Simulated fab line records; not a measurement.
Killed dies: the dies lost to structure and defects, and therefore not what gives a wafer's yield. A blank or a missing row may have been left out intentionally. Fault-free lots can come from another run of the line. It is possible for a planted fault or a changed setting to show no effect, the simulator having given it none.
Which tool did it? + flow nandHarc + 39 wafers from 13 lots sampled at 5 of the route's 1159 steps

== WHAT THE GAUGES SHOWED, per wafer ==
NHARC_A_BONDPAD_CD_MEAS_13. Usual: cdNm 499.6 nm, standard deviation 1.4.
| lot  | measured     | on       | cdNm (nm)         | flag |
|------|--------------|----------|-------------------|------|
| L292 | day 19 06:49 | cdSem-03 | 499.2 500.2 497.6 |      |
| L293 | day 19 12:49 | cdSem-03 | 499.6 500.9 498.8 |      |
| L294 | day 19 14:55 | cdSem-01 | 498.6 497.2 497.4 |      |
| L295 | day 19 18:56 | cdSem-01 | 499.9 498.7 497.0 |      |
| L297 | day 20 15:35 | cdSem-03 | 499.5 500.3 498.6 |      |
| L298 | day 23 06:35 | cdSem-01 | 499.4 500.8 500.0 |      |
| L300 | day 22 21:22 | cdSem-01 | 500.8 501.2 497.1 |      |
| L299 | day 24 04:15 | cdSem-03 | 501.5 502.2 502.4 |      |
| L301 | day 22 21:04 | cdSem-03 | 500.4 499.0 500.3 |      |
| L304 | day 24 11:01 | cdSem-03 | 500.6 497.8 499.3 |      |
| L305 | day 24 20:13 | cdSem-03 | 500.7 500.2 500.2 |      |
| L312 | day 25 03:37 | cdSem-02 | 496.3             |      |
| L313 | day 25 15:16 | cdSem-01 | 497.8 497.3       |      |

NHARC_A_BONDPAD_INSPECT_23. Usual: rawDefectCount 454, standard deviation 110.
| lot  | measured     | on               | rawDefectCount | flag |
|------|--------------|------------------|----------------|------|
| L292 | day 19 09:10 | defectInspect-02 | 318 412 359    |      |
| L293 | day 19 15:06 | defectInspect-01 | 639 785 613    |      |
| L294 | day 19 17:13 | defectInspect-02 | 497 365 594    |      |
| L295 | day 19 21:32 | defectInspect-02 | 341 427 335    |      |
| L297 | day 20 17:49 | defectInspect-01 | 436 576 486    |      |
| L298 | day 23 08:51 | defectInspect-01 | 334 395 404    |      |
| L300 | day 22 23:43 | defectInspect-01 | 381 305 352    |      |
| L299 | day 24 06:33 | defectInspect-01 | 509 455 552    |      |
| L301 | day 22 23:20 | defectInspect-01 | 416 310 452    |      |
| L304 | day 24 13:40 | defectInspect-01 | 378 396 377    |      |
| L305 | day 24 22:35 | defectInspect-02 | 291 526 346    |      |
| L312 | day 25 06:10 | defectInspect-02 | 344            |      |
| L313 | day 25 17:31 | defectInspect-02 | 502 475        |      |

NHARC_END_SORT_01. Usual: defectLimitedYield 95.4 %, standard deviation 1.6; killedAtArray 28, standard deviation 11; killedAtOther 0.9, standard deviation 1.2; killedAtPeriphery 2.6, standard deviation 2.1; killedDies 31, standard deviation 11; killedOpen 3.1, standard deviation 1.7; killedShort 1.9, standard deviation 1.3; sort_bin_2_pct 1.5 %, standard deviation 0.64; sort_bin_3_pct 0.26 %, standard deviation 0.21; sort_bin_4_pct 2.9 %, standard deviation 1.1; sortNPass 646, standard deviation 11; sortRimYieldPct 96.4 %, standard deviation 2.3; sortYieldPct 95.4 %, standard deviation 1.6.
| lot  | measured     | on        | defectLimitedYield (%) | killedAtArray | killedAtOther | killedAtPeriphery | killedDies | killedOpen | killedShort | sort_bin_2_pct (%) | sort_bin_3_pct (%) | sort_bin_4_pct (%) | sortNPass   | sortRimYieldPct (%) | sortYieldPct (%) | flag |
|------|--------------|-----------|------------------------|---------------|---------------|-------------------|------------|------------|-------------|--------------------|--------------------|--------------------|-------------|---------------------|------------------|------|
| L292 | day 20 20:28 | prober-02 | 95.7 95.1 94.5         | 26 30 34      | 1 1 0         | 2 2 3             | 29 33 37   | 1 2 2      | 3 2 2       | 1.5 1.8 1.2        | 0 0.15 0.59        | 2.8 3.0 3.7        | 648 644 640 | 99.1 96.2 96.2      | 95.7 95.1 94.5   |      |
| L293 | day 21 12:38 | prober-01 | 92.3 92.9 93.1         | 44 46 41      | 2 1 1         | 6 1 5             | 52 48 47   | 2 2 5      | 1 1 1       | 2.7 2.4 1.8        | 0.74 0.30 0.30     | 4.3 4.4 4.9        | 625 629 630 | 92.5 92.5 98.1      | 92.3 92.9 93.1   |      |
| L294 | day 21 04:14 | prober-02 | 97.9 98.1 97.8         | 11 12 12      | 1 0 0         | 2 1 3             | 14 13 15   | 4 1 1      | 1 0 1       | 0.4 0.7 0.6        | 0 0 0              | 1.6 1.2 1.6        | 663 664 662 | 98.1 99.1 100.0     | 97.9 98.1 97.8   |      |
| L295 | day 21 12:03 | prober-02 | 97.6 96.6 98.2         | 15 22 12      | 0 0 0         | 1 1 0             | 16 23 12   | 3 1 2      | 2 2 0       | 1.0 1.0 0.6        | 0.15 0.30 0.15     | 1.2 2.1 1.0        | 661 654 665 | 94.3 95.3 98.1      | 97.6 96.6 98.2   |      |
| L297 | day 21 23:42 | prober-01 | 97.3 96.0 96.9         | 15 23 18      | 0 0 0         | 3 4 3             | 18 27 21   | 0 3 3      | 0 1 1       | 0.4 0.7 1.0        | 0 0.15 0           | 2.2 3.1 2.1        | 659 650 656 | 100.0 99.1 95.3     | 97.3 96.0 96.9   |      |
| L298 | day 24 20:20 | prober-02 | 97.6 97.5 97.9         | 13 15 10      | 0 0 0         | 3 2 4             | 16 17 14   | 4 2 1      | 1 3 2       | 0.6 0.6 0          | 0 0 0.15           | 1.8 1.9 1.9        | 661 660 663 | 97.2 96.2 94.3      | 97.6 97.5 97.9   |      |
| L300 | day 24 13:26 | prober-01 | 96.9 95.3 95.6         | 20 24 24      | 0 4 2         | 1 4 4             | 21 32 30   | 2 3 5      | 0 2 2       | 0.7 1.6 1.0        | 0 0.15 0.44        | 2.4 3.0 3.0        | 656 645 647 | 98.1 97.2 97.2      | 96.9 95.3 95.6   |      |
| L299 | day 25 11:08 | prober-02 | 96.2 97.8 97.0         | 18 12 16      | 4 1 3         | 4 2 1             | 26 15 20   | 6 2 5      | 1 1 4       | 1.3 0.3 0.4        | 0 0.15 0           | 2.5 1.8 2.5        | 651 662 657 | 97.2 98.1 97.2      | 96.2 97.8 97.0   |      |
| L301 | day 24 06:23 | prober-01 | 98.5 97.5 97.8         | 8 12 13       | 0 1 1         | 2 4 1             | 10 17 15   | 0 2 2      | 0 6 1       | 0.6 0.9 0.6        | 0.15 0.30 0        | 0.7 1.3 1.6        | 667 660 662 | 97.2 97.2 95.3      | 98.5 97.5 97.8   |      |
| L304 | day 25 18:23 | prober-01 | 96.8 95.4 96.9         | 19 29 19      | 0 0 0         | 3 2 2             | 22 31 21   | 1 3 3      | 2 1 1       | 1.3 1.9 1.0        | 0.15 0 0           | 1.8 2.7 2.1        | 655 646 656 | 99.1 94.3 98.1      | 96.8 95.4 96.9   |      |
| L305 | day 26 03:54 | prober-01 | 93.8 95.3 95.3         | 33 27 22      | 5 1 3         | 4 4 7             | 42 32 32   | 5 2 3      | 4 0 2       | 1.9 2.2 1.0        | 0 0.30 0.15        | 4.3 2.2 3.5        | 635 645 645 | 98.1 97.2 96.2      | 93.8 95.3 95.3   |      |
| L312 | day 26 21:41 | prober-02 | 0 0 95.9               | 15 17 21      | 0 0 0         | 662 660 7         | 677 677 28 | 4 4 7      | 0 1 1       | 98.5 98.2 0.6      | 0 0.30 0.15        | 1.5 1.5 3.4        | 0 0 649     | 0 0 96.2            | 0 0 95.9         | OFF  |
| L313 | day 27 20:56 | prober-02 | 0 95.0 94.5            | 39 27 36      | 2 7 1         | 636 0 0           | 677 34 37  | 5 1 3      | 2 1 2       | 96.5 1.5 1.8       | 0.30 1.03 0.30     | 3.2 2.5 3.4        | 0 643 640   | 0 87.7 97.2         | 0 95.0 94.5      | OFF  |

== WHAT TOOL EACH LOT RAN ON (gives the tool, then ch and the chambers of the sampled wafers, and finally the start) ==
| lot  | NHARC_P_M0_PVD_21           | NHARC_THIN_TSV_PRE_CLEAN_50            |
|------|-----------------------------|----------------------------------------|
| L292 | pvdSputter-02, day 5 11:28  | pvdSputter-01, day 20 20:28 or earlier |
| L293 | pvdSputter-03, day 6 09:05  | pvdSputter-02, day 21 12:38 or earlier |
| L294 | pvdSputter-02, day 6 10:29  | pvdSputter-02, day 21 04:14 or earlier |
| L295 | pvdSputter-02, day 6 13:16  | pvdSputter-01, day 21 12:03 or earlier |
| L297 | pvdSputter-03, day 7 02:11  | pvdSputter-01, day 21 23:42 or earlier |
| L298 | pvdSputter-03, day 7 16:05  | pvdSputter-03, day 24 20:20 or earlier |
| L300 | pvdSputter-02, day 7 16:40  | pvdSputter-02, day 24 13:26 or earlier |
| L299 | pvdSputter-03, day 7 17:03  | pvdSputter-01, day 25 11:08 or earlier |
| L301 | pvdSputter-03, day 8 02:52  | pvdSputter-02, day 24 06:23 or earlier |
| L304 | pvdSputter-03, day 9 05:36  | pvdSputter-03, day 25 18:23 or earlier |
| L305 | pvdSputter-02, day 9 18:46  | pvdSputter-03, day 26 03:54 or earlier |
| L312 | pvdSputter-02, day 10 18:29 | pvdSputter-03, day 26 21:41 or earlier |
| L313 | pvdSputter-02, day 11 04:04 | pvdSputter-02, day 27 20:56 or earlier |
- NHARC_P_M0_PVD_21: deposits Cu, target thk 30 nm, time 20.49 s.
- NHARC_THIN_TSV_PRE_CLEAN_50: time 30 s.

== AS READ BY THE TOOLS THEMSELVES (means over the sampled wafers that have a number; for cases with no such wafer, the mark the record gives instead) ==
NHARC_P_M0_PVD_21. Usual: cathodeDcPowerW 5000.0 W, standard deviation 0.85; throttleValvePct 29.9 %, standard deviation 0.92.
| lot  | tool          | cathodeDcPowerW (W) | throttleValvePct (%) | flag |
|------|---------------|---------------------|----------------------|------|
| L292 | pvdSputter-02 | 4999.4              | 30.0                 |      |
| L293 | pvdSputter-03 | 4999.6              | 30.2                 |      |
| L294 | pvdSputter-02 | 4999.5              | 30.0                 |      |
| L295 | pvdSputter-02 | 4999.7              | 30.4                 |      |
| L297 | pvdSputter-03 | 4999.4              | 29.4                 |      |
| L298 | pvdSputter-03 | 5000.1              | 30.1                 |      |
| L300 | pvdSputter-02 | 5000.5              | 30.2                 |      |
| L299 | pvdSputter-03 | 5000.7              | 29.7                 |      |
| L301 | pvdSputter-03 | 4999.9              | 30.7                 |      |
| L304 | pvdSputter-03 | 5000.2              | 30.4                 |      |
| L305 | pvdSputter-02 | 4999.9              | 30.2                 |      |
| L312 | pvdSputter-02 | 5000.1              | 30.3                 |      |
| L313 | pvdSputter-02 | 4999.8              | 30.1                 |      |

NHARC_THIN_TSV_PRE_CLEAN_50. Usual: heaterPowerW 422 W, standard deviation 33.
| lot  | tool          | heaterPowerW (W) | flag |
|------|---------------|------------------|------|
| L292 | pvdSputter-01 | 416              |      |
| L293 | pvdSputter-02 | 451              |      |
| L294 | pvdSputter-02 | 407              |      |
| L295 | pvdSputter-01 | 433              |      |
| L297 | pvdSputter-01 | 418              |      |
| L298 | pvdSputter-03 | 419              |      |
| L300 | pvdSputter-02 | 414              |      |
| L299 | pvdSputter-01 | 440              |      |
| L301 | pvdSputter-02 | 427              |      |
| L304 | pvdSputter-03 | 419              |      |
| L305 | pvdSputter-03 | 404              |      |
| L312 | pvdSputter-03 | 444              |      |
| L313 | pvdSputter-02 | 457              |      |

== THE ANSWER, worked out from the rows above alone ==
Rule: a lot counts as off when the mean over its wafers that have a number is more than 3 standard deviations away from the usual mean. Also off: a lot with no number at a reading for which 4 or more lots have one. Where the step has rows for the other lots, those lots are counted as sound. Order of review: gauges by route order, followed by the tools' own readings, for which a lot's mean as printed above is used. At the first step where some lot is off, the reading lying furthest off is the one used; lots without a number count as furthest.
Off: L312, L313, at NHARC_END_SORT_01 (killedAtPeriphery).
If a tool, at a process step before that reading, ran all the lots that are off and no sound lot after the first of them, it fits. Those tools and the gauges at NHARC_END_SORT_01 are tried in the same way. NHARC_THIN_TSV_PRE_CLEAN_50: start missing for some lots; hours and lot order therefore follow NHARC_END_SORT_01. This does not decide it: 2 tools fit, namely pvdSputter-02 at NHARC_P_M0_PVD_21 and prober-02 at NHARC_END_SORT_01.

== WHAT THE SIMULATOR PUT IN ==
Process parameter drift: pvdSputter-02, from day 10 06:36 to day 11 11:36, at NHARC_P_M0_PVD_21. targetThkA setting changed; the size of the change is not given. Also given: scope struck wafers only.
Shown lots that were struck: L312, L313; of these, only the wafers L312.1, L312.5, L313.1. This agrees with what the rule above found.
